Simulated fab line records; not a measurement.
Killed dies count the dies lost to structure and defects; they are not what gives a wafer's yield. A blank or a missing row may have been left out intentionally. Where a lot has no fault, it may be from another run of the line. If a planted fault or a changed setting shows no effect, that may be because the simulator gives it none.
Matching of chambers	flow n5Finfet	rieDiel-01 running N5_BEOL_M7_ETCH_72: 4 sister chambers
The step etches underlayer in N2/H2, target depth 6.5 nm, time 5.2 s. 16 wafers are shown with their chamber, then 8 later ones without.

== WAFERS WITH THEIR CHAMBER ==
wafer	chamber	showerheadPlenumPTorr (Torr)	drypumpMotorCurrentA (A)	throttleValvePct (%)
L078.3	2	2.50	6.1	18.03
L078.5	2	2.50	6.0	18.00
L078.6	3	2.54	6.7	17.91
L086.1	2	2.49	6.0	18.06
L086.2	3	2.53	6.7	17.95
L086.3	1	2.44	5.9	17.54
L087.1	2	2.49	6.1	18.06
L087.3	3	2.53	6.7	17.94
L087.4	1	2.44	5.8	17.60
L088.1	3	2.53	6.7	17.95
L088.4	2	2.49	6.1	18.08
L088.5	2	2.49	6.1	18.06
L090.3	0	2.47	6.1	17.73
L090.4	3	2.53	6.7	17.96
L090.6	2	2.49	6.0	18.08
L092.2	0	2.47	6.1	17.71

SIGNATURES, as means of the wafers listed above
reading	chamber 0	chamber 1	chamber 2	chamber 3	scatter within a chamber
showerheadPlenumPTorr	2.4700	2.4400	2.4929	2.5320	0.00431
drypumpMotorCurrentA	6.100	5.850	6.057	6.700	0.043
throttleValvePct	17.7200	17.5700	18.0529	17.9420	0.0265
Rule: distance of a wafer from a chamber = root of the sum over the readings of ((wafer's reading minus chamber's mean) / reading's scatter) squared. If the next closest chamber is less than 2 further off than the closest, the wafer can't be placed; otherwise it belongs to the closest. How the scatter is found: for the shown wafers, subtract from each reading the mean of its chamber, square and add these, divide the total by (wafers less chambers), then take the root.

== WAFERS WHOSE CHAMBER IS MISSING ==
wafer	showerheadPlenumPTorr (Torr)	drypumpMotorCurrentA (A)	throttleValvePct (%)
L092.3	2.49	6.1	18.09
L092.4	2.44	5.9	17.58
L093.1	2.53	6.7	17.96
L093.2	2.44	5.9	17.59
L093.4	2.47	6.1	17.70
L096.3	2.43	5.9	17.61
L096.5	2.43	5.9	17.60
L096.6	2.48	6.1	18.11

== WHICH CHAMBER EACH WENT THROUGH ==
wafer	from the rows above	in truth
L092.3	2	2
L092.4	1	1
L093.1	3	3
L093.2	1	1
L093.4	0	0
L096.3	1	1
L096.5	1	1
L096.6	2	2
Correct placement for 8 of the 8. From these rows, 0 cannot be placed. 0 placed wrongly.
